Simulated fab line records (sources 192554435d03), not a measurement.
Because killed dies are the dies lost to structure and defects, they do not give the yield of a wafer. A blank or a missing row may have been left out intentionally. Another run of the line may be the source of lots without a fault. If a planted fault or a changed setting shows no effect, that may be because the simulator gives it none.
Chamber matching ; flow n5-finfet ; uv-cure-03 running N5_BEOL_M5_CURE_79: 3 sister chambers
The step cures SiCOH lowk, time 240 s. 6 wafers are shown with their chamber, then 12 later ones without.

## WAFERS WITH THEIR CHAMBER
wafer;chamber;wafer_temp_C_max;lamp-power-pct (%)
L086.4;1;386.5;52.36
L086.6;1;386.7;52.40
L091.4;0;386.9;52.27
L091.6;0;387.2;52.28
L093.5;2;385.6;52.37
L093.6;2;385.5;52.24

## WAFERS WHOSE CHAMBER IS MISSING
wafer;wafer_temp_C_max;lamp-power-pct (%)
L094.1;385.9;52.33
L094.5;386.4;52.36
L094.6;386.4;52.42
L094.2;385.7;52.36
L094.3;385.9;52.34
L094.4;385.6;52.33
L095.1;385.9;52.35
L095.4;386.2;52.32
L095.5;386.1;52.23
L096.1;387.4;52.39
L096.2;387.1;52.40
L096.6;386.8;52.39

## CHAMBER TAKEN BY EACH
wafer;from the rows above;in truth
L094.1;2;2
L094.5;1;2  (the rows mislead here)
L094.6;1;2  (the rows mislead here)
L094.2;2;2
L094.3;2;2
L094.4;2;2
L095.1;2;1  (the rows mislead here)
L095.4;can't be placed: 1 or 2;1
L095.5;can't be placed: 2 or 1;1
L096.1;0;0
L096.2;can't be placed: 0 or 1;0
L096.6;can't be placed: 1 or 0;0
Correctly placed: 5 of 12. Not placeable from these rows: 4 (in 4, the candidates include the true chamber). Number placed wrongly: 3.
How it was worked out, from the rows above alone: a wafer's distance from a chamber is the root of the sum, over the readings, of the square of ((its reading less the chamber's mean) divided by the reading's scatter). The wafer belongs to the nearest chamber; if the next one is less than 2 further off, it can't be placed. For every chamber, the mean is computed from those of its wafers that are shown. How the scatter is found: for the shown wafers, subtract from each reading the mean of its chamber, square and add these, divide the total by (wafers less chambers), then take the root.
